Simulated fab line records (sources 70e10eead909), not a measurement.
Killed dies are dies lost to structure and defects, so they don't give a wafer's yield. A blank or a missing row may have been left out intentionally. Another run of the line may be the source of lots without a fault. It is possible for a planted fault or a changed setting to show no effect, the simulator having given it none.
Which tool did it?	flow nand harc	12 lots, 36 wafers sampled, at 6 steps of a route of 1159

## WHAT THE GAUGES READ, wafer by wafer
NHARC_A_SGD_CUT_CD_MEAS_09: target cd 100 nm. Usual: cd nm at 100.0 nm, with a standard deviation of 0.49.
lot	measured	on	cd nm (nm)	flag
L222	day 14 00:59	cd sem-01	99.3 99.5 99.9	
L223	day 14 01:34	cd sem-01	100.5 100.0 100.2	
L225	day 14 15:43	cd sem-03	99.7 100.2 99.8	
L224	day 14 16:53	cd sem-03	100.8 100.4 100.8	
L229	day 15 22:11	cd sem-03	100.1 100.3 99.3	
L228	day 15 21:35	cd sem-01	99.5 99.1 99.5	
L232	day 16 08:26	cd sem-02	100.7 99.8 100.3	
L233	day 16 07:47	cd sem-01	99.2 99.2 99.6	
L231	day 16 09:39	cd sem-01	99.1 99.5 100.1	
L240	day 18 15:29	cd sem-03	109.6 109.6 108.7	OFF
L244	day 19 05:07	cd sem-01	100.2 99.7 100.5	
L242	day 19 05:31	cd sem-01	107.2 107.6 107.3	OFF

NHARC_END_SORT_01. Usual: killed at array 24, standard deviation 8.8; killed at other 0.7, standard deviation 0.99; killed at periphery 3.5, standard deviation 2.6; killed dies 28, standard deviation 9.3; killed open 3.2, standard deviation 1.7; killed short 1.7, standard deviation 1.4.
lot	measured	on	killed at array	killed at other	killed at periphery	killed dies	killed open	killed short	flag
L240	day 24 02:23	prober-01	34	3	2	39	3	3	
L242	day 24 23:40	prober-01	46 33	0 1	2 0	48 34	3 4	2 2	

## TOOL THAT RAN EACH LOT (tool first, then ch and the chambers of the sampled wafers, then the start)
lot	NHARC_A_STAIRCASE_DESCUM_443	NHARC_A_STAIRCASE_CMP_450	NHARC_A_SGD_CUT_EXPOSE_06	NHARC_A_SGD_CUT_ETCH_15
L222	rie diel-04 ch 2,3, day 13 19:14	cmp-03 ch 1,2, day 13 22:24	arfi scanner-01 ch 0, day 14 00:50	rie diel-10 ch 1,2, no start
L223	rie diel-03 ch 0,2, day 13 19:47	cmp-01 ch 0,1,3, day 13 22:59	arfi scanner-01 ch 0, day 14 01:25	rie diel-11 ch 0,3, no start
L225	rie diel-04 ch 0,1, day 14 09:58	cmp-03 ch 0,1,3, day 14 13:08	arfi scanner-03 ch 0, day 14 15:34	rie diel-10 ch 0,3, no start
L224	rie diel-09 ch 0,3, day 14 10:53	cmp-03 ch 0,2,3, day 14 14:18	arfi scanner-02 ch 0, day 14 16:45	rie diel-11 ch 1,2, no start
L229	rie diel-03 ch 1,3, day 15 15:38	cmp-02 ch 0,1, day 15 19:23	arfi scanner-01 ch 0, day 15 22:03	rie diel-11 ch 0,3, no start
L228	rie diel-04 ch 0,1,2, day 15 15:47	cmp-02 ch 0,1, day 15 18:57	arfi scanner-01 ch 0, day 15 21:26	rie diel-08 ch 2,3, no start
L232	rie diel-03 ch 1,2, day 16 01:30	cmp-02 ch 0,3, day 16 05:43	arfi scanner-02 ch 0, day 16 08:18	rie diel-10 ch 0,2, no start
L233	rie diel-09 ch 0,1, day 16 01:43	cmp-01 ch 1,2, day 16 05:10	arfi scanner-02 ch 0, day 16 07:39	rie diel-10 ch 0,1, no start
L231	rie diel-09 ch 0,1, day 16 03:26	cmp-01 ch 0,3, day 16 06:55	arfi scanner-02 ch 0, day 16 09:31	rie diel-10 ch 0,1, no start
L240	rie diel-09 ch 0,1,3, day 18 09:40	cmp-03 ch 0,1,3, day 18 12:49	arfi scanner-03 ch 0, day 18 15:21	rie diel-11 ch 0,2,3, day 24 02:23 or earlier
L244	rie diel-09 ch 0,2, day 18 22:51	cmp-03 ch 0,1,3, day 19 02:24	arfi scanner-01 ch 0, day 19 04:59	rie diel-08 ch 0,2,3, no start
L242	rie diel-03 ch 1,2, day 18 22:54	cmp-01 ch 0,2,3, day 19 02:47	arfi scanner-03 ch 0, day 19 05:23	rie diel-11 ch 0,1, day 24 23:40 or earlier
- NHARC_A_STAIRCASE_DESCUM_443: chemistry O2, time 3 s.
- NHARC_A_STAIRCASE_CMP_450: polishes SiO2, target thk 200 nm.
- NHARC_A_SGD_CUT_EXPOSE_06: exposes mask SGD.
- NHARC_A_SGD_CUT_ETCH_15: etches the open film in CH3F/O2, target depth 75 nm, time 64.3 s.

## AS READ BY THE TOOLS THEMSELVES (means over the sampled wafers that have a number; for cases with no such wafer, the mark the record gives instead)
NHARC_A_STAIRCASE_DESCUM_443. Usual: drypump motor current A 5.5 A, standard deviation 0.52; oes product au 1.005 a.u., standard deviation 0.0089; rf vpp V 57.9 V, standard deviation 0.91; showerhead plenum p Torr 1.93 Torr, standard deviation 0.093; throttle valve pct 11.312 %, standard deviation 0.0092.
lot	tool	drypump motor current A (A)	oes product au (a.u.)	rf vpp V (V)	showerhead plenum p Torr (Torr)	throttle valve pct (%)	flag
L222	rie diel-04	6.1	1.018	57.6	2.04	11.298	
L223	rie diel-03	5.4	0.996	57.9	2.02	11.311	
L225	rie diel-04	5.5	1.000	58.0	1.85	11.319	
L224	rie diel-09	6.1	1.004	58.7	1.98	11.315	
L229	rie diel-03	5.1	1.001	57.9	1.86	11.307	
L228	rie diel-04	5.5	1.013	57.6	1.87	11.307	
L232	rie diel-03	5.1	0.997	58.4	2.03	11.313	
L233	rie diel-09	5.9	1.000	58.3	1.89	11.304	
L231	rie diel-09	5.9	0.992	57.7	1.89	11.304	
L240	rie diel-09	5.7	1.000	58.2	1.91	11.318	
L244	rie diel-09	6.1	0.998	58.7	1.95	11.319	
L242	rie diel-03	5.0	1.001	58.6	2.02	11.307	

NHARC_A_STAIRCASE_CMP_450. Usual: motor current A 12.4 A, standard deviation 1.5; slurry flow ml min 150.0, standard deviation 0.44.
lot	tool	motor current A (A)	slurry flow ml min	flag
L222	cmp-03	13.6	149.8	
L223	cmp-01	12.9	149.8	
L225	cmp-03	11.6	149.7	
L224	cmp-03	12.5	150.3	
L229	cmp-02	12.2	150.2	
L228	cmp-02	12.6	150.0	
L232	cmp-02	12.4	150.0	
L233	cmp-01	13.0	150.0	
L231	cmp-01	11.8	150.2	
L240	cmp-03	12.0	150.0	
L244	cmp-03	12.1	149.8	
L242	cmp-01	11.3	150.0	

NHARC_A_SGD_CUT_EXPOSE_06. Usual: exposure dose mJ cm2 at 86.2, with a standard deviation of 0.73.
lot	tool	exposure dose mJ cm2	flag
L222	arfi scanner-01	87.0	
L223	arfi scanner-01	87.2	
L225	arfi scanner-03	85.5	
L224	arfi scanner-02	85.6	
L229	arfi scanner-01	87.0	
L228	arfi scanner-01	87.0	
L232	arfi scanner-02	85.5	
L233	arfi scanner-02	85.7	
L231	arfi scanner-02	85.6	
L240	arfi scanner-03	96.6	OFF
L244	arfi scanner-01	87.1	
L242	arfi scanner-03	94.5	OFF

NHARC_A_SGD_CUT_ETCH_15. Usual: drypump motor current A 5.7 A, standard deviation 0.35; oes product au 0.961 a.u., standard deviation 0.015; rf vpp V 264.1 V, standard deviation 1.9; showerhead plenum p Torr 2.47 Torr, standard deviation 0.12; throttle valve pct 20.663 %, standard deviation 0.0088.
lot	tool	drypump motor current A (A)	oes product au (a.u.)	rf vpp V (V)	showerhead plenum p Torr (Torr)	throttle valve pct (%)	flag
L222	rie diel-10	6.2	0.963	266.7	2.63	20.665	
L223	rie diel-11	5.6	0.943	262.1	2.33	20.659	
L225	rie diel-10	5.5	0.952	262.9	2.42	20.659	
L224	rie diel-11	5.9	0.960	263.3	2.42	20.674	
L229	rie diel-11	5.6	0.961	262.3	2.33	20.661	
L228	rie diel-08	5.5	0.963	264.8	2.50	20.661	
L232	rie diel-10	6.1	0.946	265.7	2.54	20.658	
L233	rie diel-10	5.7	0.981	264.0	2.44	20.655	
L231	rie diel-10	5.7	0.981	263.7	2.44	20.665	
L240	rie diel-11	5.6	0.965	262.9	2.36	20.663	
L244	rie diel-08	5.7	0.943	263.8	2.45	20.654	
L242	rie diel-11	5.9	0.956	262.7	2.37	20.664	

## THE ANSWER, worked out from the rows above alone
Rule: take the mean of a lot's wafers that have a number; if it is more than 3 standard deviations from the usual mean, the lot is off. A lot without any number at a reading at which 4 lots or more have one is off too. The other lots that the step has rows for count as sound. After the gauges, taken in route order, come the tools' own readings; for these a lot's mean is taken, as printed above. The first step at which some lot is off is used, and at that step the reading that is off furthest; a lot without a number counts as furthest.
Off: L240, L242, at NHARC_A_SGD_CUT_CD_MEAS_09 (cd nm).
A tool fits if, at a process step before that reading, it ran every lot that is off, and no sound lot after the first of them. The gauges at NHARC_A_SGD_CUT_CD_MEAS_09 aren't tried: what is off there is off at NHARC_A_SGD_CUT_EXPOSE_06 too, on other tools, and a gauge's error can't cause that. One fits: NHARC_A_SGD_CUT_EXPOSE_06 on arfi scanner-03. Its last sound lot is L225 (day 14 15:34), its first lot that is off L240 (day 18 15:21): a fault that began between those two fits.
The tool's own readings at NHARC_A_SGD_CUT_EXPOSE_06 bear it out: on the lots that are off they differ by more than 5 times the standard deviation of the sound lots' means. exposure dose mJ cm2 reads 95.5 there against 86.3 on the sound lots.

## WHAT THE SIMULATOR HAD PUT IN
Process parameter drift: arfi scanner-03, from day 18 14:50 on, at NHARC_A_SGD_CUT_EXPOSE_06. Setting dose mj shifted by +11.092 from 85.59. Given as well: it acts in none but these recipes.
Struck lots among those shown: L240, L242. This agrees with what the rule above found.
